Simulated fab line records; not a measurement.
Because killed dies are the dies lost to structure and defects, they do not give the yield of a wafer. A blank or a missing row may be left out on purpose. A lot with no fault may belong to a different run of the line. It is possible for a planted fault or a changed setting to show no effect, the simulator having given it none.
Which of the tools did it? + flow nand-harc + Sampling: 13 lots, 38 wafers, 5 of 1302 route steps

## WHAT EACH GAUGE READ, for each wafer
NHARC_END_SORT_01. Usual: defect-limited-yield 91 % (standard deviation 3); killed-at-array 56 (standard deviation 21); killed-at-other 0.8 (standard deviation 1); killed-at-periphery 3.6 (standard deviation 2.8); killed-dies 60 (standard deviation 20); killed-open 3.2 (standard deviation 1.9); killed-short 2.4 (standard deviation 1.6).
| lot  | measured     | on        | defect-limited-yield (%) | killed-at-array | killed-at-other | killed-at-periphery | killed-dies | killed-open | killed-short | flag |
|------|--------------|-----------|--------------------------|-----------------|-----------------|---------------------|-------------|-------------|--------------|------|
| L248 | day 27 07:36 | prober-02 | 92 90 93                 | 52 63 48        | 0 1 0           | 0 4 2               | 52 68 50    | 3 3 3       | 0 7 0        |      |
| L249 | day 27 07:34 | prober-01 | 92 88 89                 | 50 78 72        | 1 0 2           | 2 2 2               | 53 80 76    | 3 5 1       | 0 4 2        |      |
| L254 | day 28 22:59 | prober-01 | 79 91                    | 48 54           | 2 1             | 89 9                | 139 64      | 3 7         | 1 1          | OFF  |
| L255 | day 28 23:00 | prober-02 | 96 93 92                 | 25 37 46        | 2 3 1           | 3 10 8              | 30 50 55    | 3 6 4       | 2 0 1        |      |
| L257 | day 30 14:45 | prober-01 | 91 84 86                 | 57 104 90       | 0 0 1           | 2 5 4               | 59 109 95   | 2 1 3       | 0 1 2        |      |
| L258 | day 30 12:28 | prober-02 | 96 96 95                 | 21 23 32        | 0 0 1           | 5 2 2               | 26 25 35    | 6 1 2       | 2 1 4        |      |
| L263 | day 33 15:44 | prober-02 | 94 93 93                 | 39 47 45        | 3 2 1           | 0 1 0               | 42 50 46    | 2 5 1       | 4 0 5        |      |
| L265 | day 34 00:26 | prober-01 | 93 91 95                 | 42 50 33        | 0 0 0           | 6 10 4              | 48 60 37    | 5 1 1       | 5 1 2        |      |

## TOOL THAT RAN EACH LOT (tool first, then ch and the chambers of the sampled wafers, then the start)
| lot  | NHARC_P_M1_ETCH_35                 | NHARC_THIN_TSV_DEP_47           | NHARC_THIN_TSV_PVD_19                   | NHARC_THIN_TSV_DEGAS_53      |
|------|------------------------------------|---------------------------------|-----------------------------------------|------------------------------|
| L245 | rie-diel-11 ch 0,2, day 6 21:12    | pecvd-04 ch 0,2, day 24 15:00   | pvd-sputter-02, day 24 17:55 or earlier | pvd-sputter-03, day 24 17:55 |
| L247 | rie-diel-11 ch 2,3, day 7 22:29    | pecvd-04 ch 0,2, day 25 23:52   | pvd-sputter-02, day 26 02:53 or earlier | pvd-sputter-01, day 26 02:53 |
| L246 | rie-diel-07 ch 0,1,2, day 8 00:24  | pecvd-03 ch 0,2, day 27 01:11   | pvd-sputter-02, day 27 04:29 or earlier | pvd-sputter-03, day 27 04:29 |
| L248 | rie-diel-07 ch 0,1,2, day 8 16:00  | pecvd-03 ch 0,1, day 26 19:47   | pvd-sputter-02, day 26 22:43 or earlier | pvd-sputter-03, day 26 22:43 |
| L249 | rie-diel-07 ch 1,2,3, day 8 16:41  | pecvd-01 ch 0,1,2, day 26 18:29 | pvd-sputter-01, day 26 21:25 or earlier | pvd-sputter-02, day 26 21:25 |
| L254 | rie-diel-07 ch 1,3, day 10 19:31   | pecvd-01 ch 0,2, day 28 06:49   | pvd-sputter-02, day 28 12:39 or earlier | pvd-sputter-01, day 28 12:39 |
| L255 | rie-diel-11 ch 0,1,3, day 10 23:34 | pecvd-03 ch 0,2, day 28 05:40   | pvd-sputter-01, day 28 12:02 or earlier | pvd-sputter-03, day 28 12:02 |
| L257 | rie-diel-11 ch 2,3, day 12 12:36   | pecvd-03 ch 0,1,2, day 29 23:22 | pvd-sputter-03, day 30 02:08 or earlier | pvd-sputter-01, day 30 02:08 |
| L258 | rie-diel-09 ch 0,2,3, day 12 14:30 | pecvd-03 ch 0,1, day 30 00:32   | pvd-sputter-03, day 30 03:24 or earlier | pvd-sputter-03, day 30 03:24 |
| L259 | rie-diel-11 ch 0,1,2, day 13 00:16 | pecvd-04 ch 0,1, day 31 07:29   | pvd-sputter-01, day 31 10:31 or earlier | pvd-sputter-01, day 31 10:31 |
| L260 | rie-diel-11 ch 0,1, day 13 06:16   | pecvd-03 ch 0,1,2, day 30 15:59 | pvd-sputter-01, day 30 18:59 or earlier | pvd-sputter-01, day 30 18:59 |
| L263 | rie-diel-11 ch 0,2,3, day 14 13:20 | pecvd-01 ch 0,1, day 33 00:20   | pvd-sputter-03, day 33 03:31 or earlier | pvd-sputter-01, day 33 03:31 |
| L265 | rie-diel-11 ch 0,1,3, day 15 06:53 | pecvd-04 ch 0,1,2, day 33 12:16 | pvd-sputter-03, day 33 15:13 or earlier | pvd-sputter-03, day 33 15:13 |
- NHARC_P_M1_ETCH_35: etches the open film in N2/H2, target depth 40 nm, overetch 12 nm, time 43.94 s.
- NHARC_THIN_TSV_DEP_47: deposits SiO2, target thk 200 nm.
- NHARC_THIN_TSV_PVD_19: deposits TaN, target thk 20 nm.
- NHARC_THIN_TSV_DEGAS_53: time 60 s.

## WHAT THE TOOLS THEMSELVES READ (means of the sampled wafers that have a number; where no wafer has one, the mark that the record gives instead)
NHARC_P_M1_ETCH_35. Usual: drypump-motor-current-A 5.89 A, standard deviation 0.3; oes-product-au 1.004 a.u., standard deviation 0.011; rf-vpp-V 429.1 V, standard deviation 1.7; showerhead-plenum-p-Torr 1.99 Torr, standard deviation 0.056; throttle-valve-pct 14.171 %, standard deviation 0.01.
| lot  | tool        | drypump-motor-current-A (A) | oes-product-au (a.u.) | rf-vpp-V (V) | showerhead-plenum-p-Torr (Torr) | throttle-valve-pct (%) | flag |
|------|-------------|-----------------------------|-----------------------|--------------|---------------------------------|------------------------|------|
| L245 | rie-diel-11 | 5.92                        | 1.004                 | 429.1        | 1.97                            | 14.168                 |      |
| L247 | rie-diel-11 | 5.74                        | 1.012                 | 429.3        | 2.01                            | 14.171                 |      |
| L246 | rie-diel-07 | 5.84                        | 0.996                 | 428.4        | 1.96                            | 14.186                 |      |
| L248 | rie-diel-07 | 5.83                        | 0.999                 | 427.4        | 1.96                            | 14.170                 |      |
| L249 | rie-diel-07 | 6.13                        | 1.001                 | 430.1        | 2.02                            | 14.161                 |      |
| L254 | rie-diel-07 | 6.04                        | 1.006                 | 429.6        | 2.01                            | 14.166                 |      |
| L255 | rie-diel-11 | 5.91                        | 0.997                 | 428.8        | 1.99                            | 14.174                 |      |
| L257 | rie-diel-11 | 5.68                        | 1.006                 | 428.9        | 2.00                            | 14.178                 |      |
| L258 | rie-diel-09 | 5.91                        | 0.998                 | 431.0        | 2.04                            | 14.176                 |      |
| L259 | rie-diel-11 | 5.89                        | 1.004                 | 429.5        | 1.98                            | 14.159                 |      |
| L260 | rie-diel-11 | 6.01                        | 0.997                 | 428.5        | 1.96                            | 14.171                 |      |
| L263 | rie-diel-11 | 5.82                        | 1.021                 | 429.3        | 1.98                            | 14.180                 |      |
| L265 | rie-diel-11 | 5.91                        | 1.005                 | 429.3        | 1.98                            | 14.169                 |      |

NHARC_THIN_TSV_DEP_47. Usual: throttle-valve-pct 15.9 %, standard deviation 0.5.
| lot  | tool     | throttle-valve-pct (%) | flag |
|------|----------|------------------------|------|
| L245 | pecvd-04 | 15.6                   |      |
| L247 | pecvd-04 | 15.5                   |      |
| L246 | pecvd-03 | 15.7                   |      |
| L248 | pecvd-03 | 15.9                   |      |
| L249 | pecvd-01 | 15.8                   |      |
| L254 | pecvd-01 | 16.0                   |      |
| L255 | pecvd-03 | 16.1                   |      |
| L257 | pecvd-03 | 15.9                   |      |
| L258 | pecvd-03 | 15.9                   |      |
| L259 | pecvd-04 | 16.3                   |      |
| L260 | pecvd-03 | 15.9                   |      |
| L263 | pecvd-01 | 15.8                   |      |
| L265 | pecvd-04 | 16.2                   |      |

NHARC_THIN_TSV_PVD_19. Usual: throttle-valve-pct 30.0 %, standard deviation 0.94.
| lot  | tool           | throttle-valve-pct (%) | flag |
|------|----------------|------------------------|------|
| L245 | pvd-sputter-02 | 28.9                   |      |
| L247 | pvd-sputter-02 | 28.5                   |      |
| L246 | pvd-sputter-02 | 29.2                   |      |
| L248 | pvd-sputter-02 | 29.1                   |      |
| L249 | pvd-sputter-01 | 30.3                   |      |
| L254 | pvd-sputter-02 | 28.6                   |      |
| L255 | pvd-sputter-01 | 30.0                   |      |
| L257 | pvd-sputter-03 | 30.8                   |      |
| L258 | pvd-sputter-03 | 30.3                   |      |
| L259 | pvd-sputter-01 | 30.6                   |      |
| L260 | pvd-sputter-01 | 29.4                   |      |
| L263 | pvd-sputter-03 | 30.8                   |      |
| L265 | pvd-sputter-03 | 30.9                   |      |

NHARC_THIN_TSV_DEGAS_53. Usual: heater-power-w 450 W, standard deviation 54.
| lot  | tool           | heater-power-w (W) | flag |
|------|----------------|--------------------|------|
| L245 | pvd-sputter-03 | 417                |      |
| L247 | pvd-sputter-01 | 459                |      |
| L246 | pvd-sputter-03 | 408                |      |
| L248 | pvd-sputter-03 | 443                |      |
| L249 | pvd-sputter-02 | 441                |      |
| L254 | pvd-sputter-01 | 518                |      |
| L255 | pvd-sputter-03 | 422                |      |
| L257 | pvd-sputter-01 | 416                |      |
| L258 | pvd-sputter-03 | 437                |      |
| L259 | pvd-sputter-01 | 449                |      |
| L260 | pvd-sputter-01 | 466                |      |
| L263 | pvd-sputter-01 | 439                |      |
| L265 | pvd-sputter-03 | 409                |      |

## THE ANSWER, worked out from the rows above alone
Rule: lot off if the mean of its wafers having a number is beyond 3 standard deviations from the usual mean. A lot without any number at a reading at which 4 lots or more have one is off too. The other lots that the step has rows for count as sound. The gauges are gone through in route order, then the tools' own readings, and for those a lot's mean is taken as printed above. At the first step where some lot is off, the reading lying furthest off is the one used; lots without a number count as furthest.
Off: L254, at NHARC_END_SORT_01 (killed-at-periphery). Neither off nor sound, because the step has no rows for them: L245, L247, L246, L259, L260.
If a tool, at a process step before that reading, ran all the lots that are off and no sound lot after the first of them, it fits. Those tools and the gauges at NHARC_END_SORT_01 are tried in the same way. NHARC_THIN_TSV_PVD_19: start missing for some lots; hours and lot order therefore follow NHARC_THIN_TSV_DEGAS_53. 2 tools fit, rie-diel-07 at NHARC_P_M1_ETCH_35 and pvd-sputter-02 at NHARC_THIN_TSV_PVD_19, so this cannot tell which one it is.

## WHAT THE SIMULATOR PUT IN
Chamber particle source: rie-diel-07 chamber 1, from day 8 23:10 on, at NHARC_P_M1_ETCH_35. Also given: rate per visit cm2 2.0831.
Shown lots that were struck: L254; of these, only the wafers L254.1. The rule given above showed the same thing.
